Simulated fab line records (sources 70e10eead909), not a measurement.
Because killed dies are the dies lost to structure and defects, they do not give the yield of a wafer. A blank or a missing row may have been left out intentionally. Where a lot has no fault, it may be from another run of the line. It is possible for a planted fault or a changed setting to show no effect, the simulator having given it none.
Which tool did it? ; flow nand_harc ; Sampling: 12 lots, 36 wafers, 2 of 1302 route steps

WHAT THE GAUGES SHOWED, per wafer
NHARC_P_M0_OVL_MEAS_10: pitch 180 nm.
lot;measured;on;overlay_x_nm (nm);overlay_y_nm (nm)
L322;day 6 07:15;overlay-01;-1.0 -1.1 -1.3;0.4 0.1 -0.3
L323;day 6 07:31;overlay-02;0.3 0.7 0.6;0.7 0.6 0.6
L324;day 6 18:54;overlay-02;1.3 1.1 1.0;0.5 0.9 1.1
L327;day 8 03:01;overlay-02;-1.3 -1.3 -1.3;-0.5 -0.9 -0.5
L332;day 10 13:56;overlay-02;15.1 15.4 16.0;-0.7 0.2 -0.1
L333;day 10 18:15;overlay-02;14.5 14.2 14.8;1.8 1.3 1.7
L335;day 11 13:46;overlay-02;13.8 13.3 13.5;0.8 1.3 0.6
L338;day 12 22:17;overlay-01;0.5 0.0 0.4;0.4 -0.5 -0.2
L339;day 13 03:56;overlay-01;-0.3 0.1 -1.1;0.7 0.6 0.8
L340;day 13 23:16;overlay-01;-0.7 -0.7 -0.7;-1.2 -0.3 -1.4
L342;day 14 12:39;overlay-01;0.3 -0.1 0.0;-1.2 -1.7 -1.6
L344;day 15 05:39;overlay-02;0.2 0.8 0.2;-0.6 -1.1 -1.2

EACH LOT AND THE TOOL THAT RAN IT (in order: tool; ch and the chambers of the sampled wafers; start)
lot;NHARC_P_M0_EXPOSE_06
L322;arfi_scanner-02 ch 0, day 6 07:01
L323;arfi_scanner-01 ch 0, day 6 07:18
L324;arfi_scanner-02 ch 0, day 6 18:41
L327;arfi_scanner-03 ch 0, day 8 02:47
L332;arfi_scanner-02 ch 0, day 10 13:43
L333;arfi_scanner-02 ch 0, day 10 18:01
L335;arfi_scanner-02 ch 0, day 11 13:31
L338;arfi_scanner-03 ch 0, day 12 22:04
L339;arfi_scanner-03 ch 0, day 13 03:43
L340;arfi_scanner-01 ch 0, day 13 23:03
L342;arfi_scanner-03 ch 0, day 14 12:26
L344;arfi_scanner-01 ch 0, day 15 05:26
- NHARC_P_M0_EXPOSE_06: exposes mask P M0, target cd 90 nm.

AS READ BY THE TOOLS THEMSELVES (means over the sampled wafers that have a number; for cases with no such wafer, the mark the record gives instead)
The record holds no such reading with a usual standard deviation.

THE ANSWER, worked out from the rows above alone
Rule: the lots themselves supply what counts as usual. Put in order of their means at a reading, lots are off if they are a third of the lots or fewer, leave a main group of 4 or more, and stand apart from it by a gap of 3 or more times the standard deviation of the main group's means; of several such gaps the widest counts. Not used: any main group whose means are identical at the precision the tables above print for the reading. Also off: a lot with no number at a reading for which 4 or more lots have one. Any other lot the step has rows for is counted as sound. First the gauges in route order, then the tools' own readings, where a lot's mean is used as printed above. The first step at which some lot is off is used, and at that step the reading that is off furthest; a lot without a number counts as furthest.
Off at NHARC_P_M0_OVL_MEAS_10 (overlay_x_nm): L332, L333, L335. Mean -0.1 nm and standard deviation 0.77 in the main group.
If a tool, at a process step before that reading, ran all the lots that are off and no sound lot after the first of them, it fits. Those tools and the gauges at NHARC_P_M0_OVL_MEAS_10 are tried in the same way. One fits: arfi_scanner-02 at NHARC_P_M0_EXPOSE_06. Its last sound lot is L324 (day 6 18:41), its first lot that is off L332 (day 10 13:43): a fault that began between those two fits.

WHAT THE SIMULATOR HAD PUT IN
Scanner matching overlay: arfi_scanner-02, from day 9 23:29 on, at NHARC_P_M0_EXPOSE_06. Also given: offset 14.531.
Shown lots that were struck: L332, L333, L335. This agrees with what the rule above found.
